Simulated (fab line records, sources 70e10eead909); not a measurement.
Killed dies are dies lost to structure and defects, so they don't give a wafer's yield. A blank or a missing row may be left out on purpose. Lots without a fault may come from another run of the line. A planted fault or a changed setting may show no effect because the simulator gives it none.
Chamber matching | flow nand_harc | NHARC_A_ONON_D2_DEP_33 on pecvd-02: 3 sister chambers
The step deposits SiO2, target thk 200 nm. 14 wafers are shown with their chamber, then 7 later ones without.

WAFERS WITH THEIR CHAMBER
wafer  | chamber | heater_power_w (W) | throttle_valve_pct (%)
L937.1 | 2       | 371                | 15.5
L937.2 | 0       | 641                | 16.4
L937.3 | 1       | 679                | 16.5
L938.1 | 1       | 683                | 16.5
L938.2 | 2       | 385                | 15.2
L938.4 | 0       | 729                | 16.3
L943.1 | 2       | 430                | 15.5
L943.2 | 0       | 702                | 16.6
L943.4 | 0       | 694                | 16.2
L953.2 | 2       | 475                | 15.9
L953.3 | 0       | 615                | 15.9
L953.6 | 1       | 593                | 16.3
L955.1 | 2       | 374                | 15.7
L955.5 | 2       | 395                | 15.8

SIGNATURES (means of the wafers above)
reading            | chamber 0 | chamber 1 | chamber 2 | scatter within a chamber
heater_power_w     | 676.20    | 651.67    | 405.00    | 44.8
throttle_valve_pct | 16.280    | 16.433    | 15.600    | 0.236
Rule: a wafer's distance from a chamber is the root of the sum, over the readings, of the square of ((its reading less the chamber's mean) divided by the reading's scatter). The wafer belongs to the nearest chamber; if the next one is less than 2 further off, it can't be placed. The scatter: the root of (the sum of the squares of (reading less its chamber's mean) over the shown wafers, divided by (wafers less chambers)).

WAFERS WITHOUT THEIR CHAMBER
wafer  | heater_power_w (W) | throttle_valve_pct (%)
L955.6 | 704                | 15.8
L957.3 | 592                | 17.0
L957.4 | 711                | 16.1
L957.5 | 492                | 15.5
L959.3 | 551                | 16.1
L959.4 | 399                | 15.8
L959.5 | 559                | 15.7

WHICH CHAMBER EACH WENT THROUGH
wafer  | from the rows above          | in truth
L955.6 | can't be placed: 0 or 1      | 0
L957.3 | can't be placed: 1 or 0      | 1
L957.4 | can't be placed: 0 or 1      | 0
L957.5 | 2                            | 2
L959.3 | can't be placed: 1 or 0 or 2 | 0
L959.4 | 2                            | 2
L959.5 | can't be placed: 2 or 0 or 1 | 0
Placed correctly: 2 of 7. Can't be placed from these rows: 5 (the true chamber is among the candidates in 5). Placed wrongly: 0.
